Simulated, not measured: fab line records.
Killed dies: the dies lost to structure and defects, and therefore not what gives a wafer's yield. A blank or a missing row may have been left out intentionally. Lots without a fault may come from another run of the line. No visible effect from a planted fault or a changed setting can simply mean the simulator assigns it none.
Chamber matching -- flow n5-finfet -- 4 sister chambers for N5_BEOL_M9_STRIP_36 on rie-diel-05
The step strips in N2/H2. 4 wafers are shown with their chamber, then 7 later ones without.

== WAFERS WITH THEIR CHAMBER ==
wafer,chamber,showerhead-plenum-p-Torr (Torr)
L818.6,3,2.46
L816.4,0,2.68
L825.2,1,2.67
L825.5,2,2.68

== WAFERS WHOSE CHAMBER IS MISSING ==
wafer,showerhead-plenum-p-Torr (Torr)
L825.6,2.67
L831.3,2.67
L831.4,2.68
L831.6,2.67
L833.3,2.67
L833.5,2.67
L833.6,2.44

== CHAMBER TAKEN BY EACH ==
wafer,from the rows above,in truth
L825.6,can't be placed: 1 or 0 or 2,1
L831.3,can't be placed: 1 or 0 or 2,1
L831.4,can't be placed: 0 or 2 or 1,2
L831.6,can't be placed: 1 or 0 or 2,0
L833.3,can't be placed: 1 or 0 or 2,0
L833.5,can't be placed: 1 or 0 or 2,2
L833.6,3,3
Correctly placed: 1 of 7. These rows do not allow placing 6 (true chamber among the candidates in 6). Placed wrongly: 0.
How it was worked out, from the rows above alone: a wafer's distance from a chamber is the root of the sum, over the readings, of the square of ((its reading less the chamber's mean) divided by the reading's scatter). The wafer belongs to the nearest chamber; if the next one is less than 2 further off, it can't be placed. Each chamber's mean is taken over the wafers shown for it. The scatter (one wafer shown for each chamber): square how far every hidden wafer sits from the nearest shown wafer, average those squares and take the square root.
